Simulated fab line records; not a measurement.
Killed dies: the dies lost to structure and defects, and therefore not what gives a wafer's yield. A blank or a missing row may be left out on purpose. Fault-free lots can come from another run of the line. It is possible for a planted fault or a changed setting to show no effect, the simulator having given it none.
Which tool is to blame? ; flow n5_finfet ; 12 lots with 32 wafers sampled at 3 steps, on a route of 1938 steps

WHAT EACH GAUGE READ, for each wafer
N5_BEOL_M8_CD_MEAS_11 targets a cd of 38.5 nm. Usual: 38.3 nm for cd_nm, sd 0.47.
lot;measured;on;cd_nm (nm);flag
L652;day 10 20:32;cd_sem-02;38.4 38.3 38.3;
L654;day 10 21:10;cd_sem-03;38.6 38.2 38.2;
L659;day 11 08:11;cd_sem-03;37.8 38.8 38.7;
L655;day 11 10:43;cd_sem-03;38.5 37.8 39.0;
L666;day 14 01:49;cd_sem-02;38.4 38.2;
L669;day 14 16:46;cd_sem-02;37.9 38.1;
L670;day 14 20:08;cd_sem-01;38.5 38.8 38.2;
L671;day 15 00:56;cd_sem-01;38.7 37.8;
L672;day 15 03:59;cd_sem-02;38.0 39.0;
L673;day 15 07:02;cd_sem-01;38.2 38.7 39.3;
L675;day 15 23:19;cd_sem-02;38.4 39.0 37.9;
L674;day 15 23:42;cd_sem-02;38.7 37.8 38.0;

EACH LOT AND THE TOOL THAT RAN IT (in order: tool; ch and the chambers of the sampled wafers; start)
lot;N5_BEOL_M7_DEGAS_44;N5_BEOL_M8_COAT_05
L652;pvd_sputter-03, day 10 14:28;litho_track-02 ch 0, day 10 20:10
L654;pvd_sputter-01, day 10 16:54;litho_track-03 ch 0, day 10 20:48
L659;pvd_sputter-03, day 11 04:20;litho_track-03 ch 0, day 11 07:49
L655;pvd_sputter-03, day 11 04:25;litho_track-03 ch 0, day 11 10:22
L666;pvd_sputter-03, day 13 22:03;litho_track-02 ch 0, day 14 01:26
L669;pvd_sputter-01, day 14 11:40;litho_track-03 ch 0, day 14 16:23
L670;pvd_sputter-01, day 14 15:47;litho_track-02 ch 0, day 14 19:53
L671;pvd_sputter-01, day 14 20:34;litho_track-05 ch 0, day 15 00:35
L672;pvd_sputter-02, day 14 22:55;litho_track-05 ch 0, day 15 03:37
L673;pvd_sputter-03, day 15 00:54;litho_track-02 ch 0, day 15 06:40
L675;pvd_sputter-02, day 15 17:13;litho_track-03 ch 0, day 15 23:04
L674;pvd_sputter-02, day 15 17:18;litho_track-03 ch 0, day 15 23:20
- N5_BEOL_M7_DEGAS_44: time 60 s.
- N5_BEOL_M8_COAT_05: resist thk 90 nm.

AS READ BY THE TOOLS THEMSELVES (means over the sampled wafers that have a number; for cases with no such wafer, the mark the record gives instead)
N5_BEOL_M7_DEGAS_44. Usual: 336 W for heater_power_w, sd 32.
lot;tool;heater_power_w (W);flag
L652;pvd_sputter-03;341;
L654;pvd_sputter-01;297;
L659;pvd_sputter-03;374;
L655;pvd_sputter-03;349;
L666;pvd_sputter-03;338;
L669;pvd_sputter-01;384;
L670;pvd_sputter-01;295;
L671;pvd_sputter-01;316;
L672;pvd_sputter-02;328;
L673;pvd_sputter-03;349;
L675;pvd_sputter-02;327;
L674;pvd_sputter-02;333;

N5_BEOL_M8_COAT_05. Usual: resist_line_temp_C 23.00 C, standard deviation 0.1; spin_speed_rpm 1500.1 rpm, standard deviation 1.1.
lot;tool;resist_line_temp_C (C);spin_speed_rpm (rpm);flag
L652;litho_track-02;23.03;1499.3;
L654;litho_track-03;23.07;1499.8;
L659;litho_track-03;23.04;1673.7;OFF
L655;litho_track-03;22.95;1671.8;OFF
L666;litho_track-02;23.02;1498.2;
L669;litho_track-03;23.01;1500.0;
L670;litho_track-02;23.00;1500.4;
L671;litho_track-05;23.04;1500.0;
L672;litho_track-05;22.84;1501.2;
L673;litho_track-02;23.11;1501.9;
L675;litho_track-03;22.88;1501.1;
L674;litho_track-03;22.96;1500.6;

THE ANSWER, worked out from the rows above alone
Rule: lot off if the mean of its wafers having a number is beyond 3 standard deviations from the usual mean. Also off: a lot with no number at a reading for which 4 or more lots have one. Any other lot the step has rows for is counted as sound. First the gauges in route order, then the tools' own readings, where a lot's mean is used as printed above. The first step at which some lot is off is used, and at that step the reading that is off furthest; a lot without a number counts as furthest.
Off at N5_BEOL_M8_COAT_05 (spin_speed_rpm): L659, L655.
If a tool, at that step or one of the process steps before it, ran each lot that is off and ran no sound lot following the first of them, it fits. None of those tried fits.

WHAT THE SIMULATOR HAD PUT IN
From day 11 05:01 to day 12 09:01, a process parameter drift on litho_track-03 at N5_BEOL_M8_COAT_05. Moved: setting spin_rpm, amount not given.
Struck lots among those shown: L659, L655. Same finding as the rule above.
